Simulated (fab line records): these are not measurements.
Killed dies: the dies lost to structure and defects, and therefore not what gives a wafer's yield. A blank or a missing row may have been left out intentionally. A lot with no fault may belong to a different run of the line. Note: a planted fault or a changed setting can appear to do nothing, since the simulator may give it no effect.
Matching of chambers | flow n5-finfet | rie-diel-06 running N5_BEOL_M11_STRIP_67: 4 sister chambers
The step strips in CF4. 22 wafers are shown with their chamber, then 11 later ones without.

## EACH WAFER AND ITS CHAMBER
wafer  | chamber | drypump-motor-current-A (A) | showerhead-plenum-p-Torr (Torr) | throttle-valve-pct (%)
L074.1 | 3       | 5.90                        | 1.87                            | 13.17
L074.2 | 0       | 5.76                        | 1.79                            | 13.94
L074.5 | 1       | 5.32                        | 1.77                            | 13.82
L076.1 | 3       | 5.89                        | 1.87                            | 13.17
L076.2 | 1       | 5.31                        | 1.77                            | 13.82
L076.4 | 2       | 5.43                        | 1.86                            | 13.54
L075.1 | 2       | 5.41                        | 1.86                            | 13.53
L075.2 | 1       | 5.31                        | 1.77                            | 13.80
L075.3 | 3       | 5.89                        | 1.87                            | 13.19
L080.4 | 2       | 5.43                        | 1.86                            | 13.55
L080.5 | 3       | 5.93                        | 1.87                            | 13.20
L080.6 | 1       | 5.27                        | 1.77                            | 13.86
L084.1 | 3       | 5.90                        | 1.87                            | 13.21
L084.2 | 2       | 5.41                        | 1.86                            | 13.56
L084.6 | 2       | 5.40                        | 1.86                            | 13.58
L085.1 | 3       | 5.90                        | 1.86                            | 13.22
L085.5 | 2       | 5.40                        | 1.85                            | 13.58
L085.6 | 1       | 5.29                        | 1.77                            | 13.85
L089.1 | 0       | 5.78                        | 1.78                            | 13.43
L089.3 | 1       | 5.31                        | 1.77                            | 13.84
L089.4 | 3       | 5.87                        | 1.86                            | 13.23
L090.3 | 2       | 5.45                        | 1.85                            | 13.59

SIGNATURES (averages over the wafers above)
reading                  | chamber 0 | chamber 1 | chamber 2 | chamber 3 | scatter within a chamber
drypump-motor-current-A  | 5.7700    | 5.3017    | 5.4186    | 5.8971    | 0.0181
showerhead-plenum-p-Torr | 1.7850    | 1.7700    | 1.8571    | 1.8671    | 0.00432
throttle-valve-pct       | 13.6850   | 13.8317   | 13.5614   | 13.1986   | 0.0878
Rule: a wafer lies at a distance from a chamber equal to the root of the sum of squares, over the readings, of (its reading less the chamber's mean, divided by the reading's scatter). If the next closest chamber is less than 2 further off than the closest, the wafer can't be placed; otherwise it belongs to the closest. The scatter: the root of (the sum of the squares of (reading less its chamber's mean) over the shown wafers, divided by (wafers less chambers)).

## WAFERS MISSING THEIR CHAMBER
wafer  | drypump-motor-current-A (A) | showerhead-plenum-p-Torr (Torr) | throttle-valve-pct (%)
L090.5 | 5.90                        | 1.86                            | 13.25
L090.6 | 5.75                        | 1.78                            | 13.44
L091.1 | 5.81                        | 1.78                            | 13.46
L091.4 | 5.88                        | 1.86                            | 13.25
L091.5 | 5.44                        | 1.85                            | 13.62
L097.1 | 5.34                        | 1.77                            | 13.30
L097.2 | 5.46                        | 1.85                            | 13.62
L097.3 | 5.78                        | 1.78                            | 13.45
L095.3 | 5.30                        | 1.77                            | 13.30
L095.5 | 5.87                        | 1.86                            | 13.29
L095.6 | 5.79                        | 1.78                            | 13.46

## EACH ONE'S CHAMBER
wafer  | from the rows above | in truth
L090.5 | 3                   | 3
L090.6 | 0                   | 0
L091.1 | 0                   | 0
L091.4 | 3                   | 3
L091.5 | 2                   | 2
L097.1 | 1                   | 1
L097.2 | 2                   | 2
L097.3 | 0                   | 0
L095.3 | 1                   | 1
L095.5 | 3                   | 3
L095.6 | 0                   | 0
Correctly placed: 11 of 11. From these rows, 0 cannot be placed. Wrongly placed: 0.
